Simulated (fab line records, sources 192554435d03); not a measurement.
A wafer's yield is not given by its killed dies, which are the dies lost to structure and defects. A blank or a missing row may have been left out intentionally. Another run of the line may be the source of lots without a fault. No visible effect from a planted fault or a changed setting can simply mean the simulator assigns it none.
Chamber matching || flow n5-finfet || 3 sister chambers for N5_BEOL_M11_CURE_71 on uv-cure-02
The step cures SiCOH lowk, time 240 s. 3 wafers are shown with their chamber, then 8 later ones without.

== WAFERS PAIRED WITH THEIR CHAMBERS ==
{"wafer": "L075.6", "chamber": 1, "wafer_temp_C_max": 386.3}
{"wafer": "L079.5", "chamber": 0, "wafer_temp_C_max": 387.2}
{"wafer": "L086.3", "chamber": 2, "wafer_temp_C_max": 386.6}

== WAFERS WHOSE CHAMBER IS MISSING ==
{"wafer": "L086.5", "wafer_temp_C_max": 385.8}
{"wafer": "L086.6", "wafer_temp_C_max": 386.5}
{"wafer": "L090.1", "wafer_temp_C_max": 385.8}
{"wafer": "L090.2", "wafer_temp_C_max": 386.1}
{"wafer": "L090.3", "wafer_temp_C_max": 385.7}
{"wafer": "L089.1", "wafer_temp_C_max": 386.9}
{"wafer": "L089.3", "wafer_temp_C_max": 386.7}
{"wafer": "L089.4", "wafer_temp_C_max": 386.5}

== WHICH CHAMBER EACH ONE RAN IN ==
{"wafer": "L086.5", "from the rows above": "can't be placed: 1 or 2", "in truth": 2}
{"wafer": "L086.6", "from the rows above": "can't be placed: 2 or 1 or 0", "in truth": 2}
{"wafer": "L090.1", "from the rows above": "can't be placed: 1 or 2", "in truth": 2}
{"wafer": "L090.2", "from the rows above": "can't be placed: 1 or 2", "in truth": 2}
{"wafer": "L090.3", "from the rows above": "can't be placed: 1 or 2", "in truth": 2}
{"wafer": "L089.1", "from the rows above": "can't be placed: 2 or 0 or 1", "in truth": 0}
{"wafer": "L089.3", "from the rows above": "can't be placed: 2 or 1 or 0", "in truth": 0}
{"wafer": "L089.4", "from the rows above": "can't be placed: 2 or 1 or 0", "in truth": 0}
Correctly placed: 0 of 8. Not placeable from these rows: 8 (in 8, the candidates include the true chamber). Placed wrongly: 0.
How it was worked out, from the rows above alone: a wafer's distance from a chamber is the root of the sum, over the readings, of the square of ((its reading less the chamber's mean) divided by the reading's scatter). If the next closest chamber is less than 2 further off than the closest, the wafer can't be placed; otherwise it belongs to the closest. For every chamber, the mean is computed from those of its wafers that are shown. The scatter (one wafer shown for each chamber): square how far every hidden wafer sits from the nearest shown wafer, average those squares and take the square root.
